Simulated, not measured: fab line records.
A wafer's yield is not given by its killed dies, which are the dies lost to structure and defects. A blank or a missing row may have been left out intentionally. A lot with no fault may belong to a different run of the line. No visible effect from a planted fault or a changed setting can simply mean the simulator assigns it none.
Problem report, 8D (eight disciplines) form, completed by code + flow n5Finfet + the parts of the form that need people (team, actions taken, sign-off) are left out

## 1. THE ISSUE
spinSpeedRpm at N5_BEOL_M10_COAT_59 reads a mean of 1547.0 rpm on 6 wafers of 2 lots; wafers without a fault read 1500.1 rpm with a standard deviation of 1.1. That is +43 standard deviations from the usual mean.
The step: time 60 s, resist thk 100 nm.
Seen first at day 12 01:47 on lithoTrack-04, wafer L764.1. Wafers with a number at this step in the record: 12, from 4 lots. Rule for "out", or "out of limits": more than 4 standard deviations from the usual mean. The rest of the wafers with a number are treated as sound.

## 2. WHAT THIS IS AND IS NOT
| question                    | is                     | is not                                                                   |
|-----------------------------|------------------------|--------------------------------------------------------------------------|
| which readings at this step | spinSpeedRpm           | exhaustPa                                                                |
| which lots                  | L764, L766             | L773, L776                                                               |
| which wafers of those lots  | all that have a number | -                                                                        |
| read on which tools         | lithoTrack-04          | lithoTrack-05                                                            |
| when                        | from day 12 01:47      | up to then (0 sound wafers); but 6 sound wafers of L773, L776 came after |

## 3. WHAT RULES OUT EACH SUSPECT
Counting: a tool stays on the suspect list if, at a process step up to the reading, it processed all lots that are out and no sound lot following the first of them.
- lithoTrack-04 at N5_BEOL_M10_COAT_59 (time 60 s, resist thk 100 nm): ruled out as a lasting fault. Following L764 (day 12 01:47), the first lot on it that is out, the sound lots L776 were run on it.
Left after counting: nothing in the record.

## 4. THE CAUSE (what the simulator had put in)
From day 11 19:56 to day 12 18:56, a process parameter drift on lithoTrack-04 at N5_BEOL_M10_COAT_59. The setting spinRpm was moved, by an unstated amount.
Counting ruled it out, wrongly.

## 5. THE EFFECT CHAIN, in route order
Each row: a reading whose mean over the struck wafers that have a number lies more than 3 standard deviations from the usual. Scope: only readings with a usual standard deviation given in the record; hours: median across lots of the time from each lot's start at the first step in this table that gives one to its start at this step; sigmas: change in usual standard deviations.
| hours | step                | reading      | usual      | on struck wafers | change | sigmas |
|-------|---------------------|--------------|------------|------------------|--------|--------|
| 0     | N5_BEOL_M10_COAT_59 | spinSpeedRpm | 1500.1 rpm | 1547.0           | +46.9  | +43    |
Here are the process steps it includes:
- N5_BEOL_M10_COAT_59: time 60 s, resist thk 100 nm.

## 6. WHAT WOULD HAVE CAUGHT IT SOONER
In this record the first reading out of limits was taken at day 12 01:47, 6 hours after the fault began at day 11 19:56.
